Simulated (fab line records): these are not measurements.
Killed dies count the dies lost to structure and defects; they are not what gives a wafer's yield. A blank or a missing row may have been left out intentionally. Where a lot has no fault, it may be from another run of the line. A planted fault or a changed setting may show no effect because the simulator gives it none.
Matching of chambers :: flow nand-harc :: 4 sister chambers for NHARC_A_STAIRCASE_ETCH_444 on rie-diel-01
The step etches the open film in C4F8/O2, target depth 20400 nm, time 6800 s. 4 wafers are shown with their chamber, then 7 later ones without.

## WAFERS WITH THEIR CHAMBER
wafer: L081.6
chamber: 1
rf-vpp-V (V): 807

wafer: L083.2
chamber: 2
rf-vpp-V (V): 804

wafer: L088.1
chamber: 3
rf-vpp-V (V): 813

wafer: L088.3
chamber: 0
rf-vpp-V (V): 814

## WAFERS WHOSE CHAMBER IS MISSING
wafer: L088.6
rf-vpp-V (V): 807

wafer: L090.2
rf-vpp-V (V): 807

wafer: L090.3
rf-vpp-V (V): 814

wafer: L090.6
rf-vpp-V (V): 805

wafer: L092.1
rf-vpp-V (V): 805

wafer: L092.2
rf-vpp-V (V): 814

wafer: L092.5
rf-vpp-V (V): 812

## WHICH CHAMBER EACH WENT THROUGH
wafer: L088.6
from the rows above: 1
in truth: 1

wafer: L090.2
from the rows above: 1
in truth: 1

wafer: L090.3
from the rows above: can't be placed: 0 or 3
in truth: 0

wafer: L090.6
from the rows above: can't be placed: 2 or 1
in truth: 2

wafer: L092.1
from the rows above: can't be placed: 2 or 1
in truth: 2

wafer: L092.2
from the rows above: can't be placed: 0 or 3
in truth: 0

wafer: L092.5
from the rows above: can't be placed: 3 or 0
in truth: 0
Correct placement for 2 of the 7. Unplaceable from these rows: 5, with the true chamber sitting among the candidates in 5. Placed wrongly: 0.
How it was worked out, from the rows above alone: a wafer's distance from a chamber is the root of the sum, over the readings, of the square of ((its reading less the chamber's mean) divided by the reading's scatter). The wafer belongs to the nearest chamber; if the next one is less than 2 further off, it can't be placed. Each chamber's mean is taken over the wafers shown for it. The scatter: root of mean squared gap, hidden wafer to nearest shown wafer, with one shown wafer a chamber.
